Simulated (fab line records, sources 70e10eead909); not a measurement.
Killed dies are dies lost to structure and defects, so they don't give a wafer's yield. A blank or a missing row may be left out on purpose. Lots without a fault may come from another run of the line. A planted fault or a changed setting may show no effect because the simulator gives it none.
Which tool did it? | flow nand_harc | 13 lots, 37 wafers sampled, at 2 steps of a route of 1159

WHAT THE GAUGES READ, wafer by wafer
NHARC_P_GATE_CD_MEAS_33. Usual: cd_nm 120.7 nm, standard deviation 2.7.
lot  | measured     | on        | cd_nm (nm)        | flag
L575 | day 4 19:21  | cd_sem-01 | 119.2 121.7 121.0 |
L577 | day 5 03:10  | cd_sem-01 | 123.4 115.3 122.8 |
L581 | day 6 06:41  | cd_sem-03 | 119.9 121.3 123.7 |
L582 | day 6 13:25  | cd_sem-03 | 119.7 123.7 123.9 |
L584 | day 7 01:44  | cd_sem-03 | 119.6 119.9       |
L589 | day 8 05:37  | cd_sem-01 | 118.9 123.1 118.5 |
L586 | day 8 06:11  | cd_sem-02 | 122.4 117.1       |
L588 | day 8 06:52  | cd_sem-03 | 122.7 125.0 120.1 |
L591 | day 8 19:40  | cd_sem-02 | 118.1 118.0 123.3 |
L594 | day 9 13:57  | cd_sem-02 | 119.9 120.7 120.7 |
L596 | day 9 18:35  | cd_sem-03 | 118.8 122.6 116.9 |
L597 | day 10 08:20 | cd_sem-01 | 124.6 122.3 119.5 |
L598 | day 10 17:52 | cd_sem-02 | 123.2 111.7 121.0 |

WHICH TOOL RAN EACH LOT (tool, then ch and the chambers of the sampled wafers, then the start)
lot  | NHARC_P_GATE_ETCH_104
L575 | rie_diel-03 ch 0,1, day 4 18:34
L577 | rie_diel-03 ch 0,1, day 5 02:25
L581 | rie_diel-09 ch 1,2, day 6 05:56
L582 | rie_diel-09 ch 0,2,3, day 6 12:32
L584 | rie_diel-02 ch 2, day 7 00:49
L589 | rie_diel-02 ch 0,1,2, day 8 04:49
L586 | rie_diel-09 ch 0,3, day 8 05:20
L588 | rie_diel-03 ch 0,1,2, day 8 05:41
L591 | rie_diel-02 ch 0,1,3, day 8 18:58
L594 | rie_diel-09 ch 0,1, day 9 13:12
L596 | rie_diel-09 ch 0,1,2, day 9 17:51
L597 | rie_diel-09 ch 0,1,2, day 10 07:37
L598 | rie_diel-03 ch 0,1,3, day 10 17:01
- NHARC_P_GATE_ETCH_104: etches the open film in CF4/CHF3, target depth 60 nm.

WHAT THE TOOLS THEMSELVES READ (means of the sampled wafers that have a number; where no wafer has one, the mark that the record gives instead)
NHARC_P_GATE_ETCH_104. Usual: drypump_motor_current_A 5.8 A, standard deviation 0.33; mfc_ar_sccm 0.006 sccm, standard deviation 0.0092; oes_product_au 0.938 a.u., standard deviation 0.02; rf_vpp_V 369.4 V, standard deviation 2; showerhead_plenum_p_Torr 1.54 Torr, standard deviation 0.056; throttle_valve_pct 16.803 %, standard deviation 0.0087.
lot  | tool        | drypump_motor_current_A (A) | mfc_ar_sccm (sccm) | oes_product_au (a.u.) | rf_vpp_V (V) | showerhead_plenum_p_Torr (Torr) | throttle_valve_pct (%) | flag
L575 | rie_diel-03 | 5.8                         | 0.016              | 0.963                 | 371.2        | 1.59                            | 16.796                 |
L577 | rie_diel-03 | 5.7                         | 0.020              | 0.928                 | 371.4        | 1.60                            | 16.793                 |
L581 | rie_diel-09 | 5.7                         | 0.000              | 0.921                 | 367.9        | 1.49                            | 16.803                 |
L582 | rie_diel-09 | 6.0                         | 0.000              | 0.920                 | 369.4        | 1.53                            | 16.808                 |
L584 | rie_diel-02 | 5.6                         | 0.000              | 0.960                 | 369.9        | 1.54                            | 16.804                 |
L589 | rie_diel-02 | 5.7                         | 0.000              | 0.951                 | 368.4        | 1.52                            | 16.798                 |
L586 | rie_diel-09 | 5.9                         | 0.000              | 0.948                 | 369.9        | 1.55                            | 16.799                 |
L588 | rie_diel-03 | 5.8                         | 0.020              | 0.924                 | 372.4        | 1.60                            | 16.807                 |
L591 | rie_diel-02 | 6.0                         | 0.000              | 0.918                 | 368.2        | 1.49                            | 16.801                 |
L594 | rie_diel-09 | 5.7                         | 0.000              | 0.921                 | 367.7        | 1.50                            | 16.804                 |
L596 | rie_diel-09 | 5.8                         | 0.000              | 0.919                 | 368.2        | 1.49                            | 16.805                 |
L597 | rie_diel-09 | 5.8                         | 0.000              | 0.938                 | 367.1        | 1.49                            | 16.798                 |
L598 | rie_diel-03 | 5.7                         | 0.012              | 0.943                 | 369.8        | 1.56                            | 16.805                 |

THE ANSWER, worked out from the rows above alone
Rule: a lot is off if the mean of its wafers that have a number lies more than 3 standard deviations from the usual mean. A lot without any number at a reading at which 4 lots or more have one is off too. The other lots that the step has rows for count as sound. The gauges are gone through in route order, then the tools' own readings, and for those a lot's mean is taken as printed above. The first step at which some lot is off is used, and at that step the reading that is off furthest; a lot without a number counts as furthest.
No lot is off at any reading shown: from this, nothing can be told.

WHAT THE SIMULATOR HAD PUT IN
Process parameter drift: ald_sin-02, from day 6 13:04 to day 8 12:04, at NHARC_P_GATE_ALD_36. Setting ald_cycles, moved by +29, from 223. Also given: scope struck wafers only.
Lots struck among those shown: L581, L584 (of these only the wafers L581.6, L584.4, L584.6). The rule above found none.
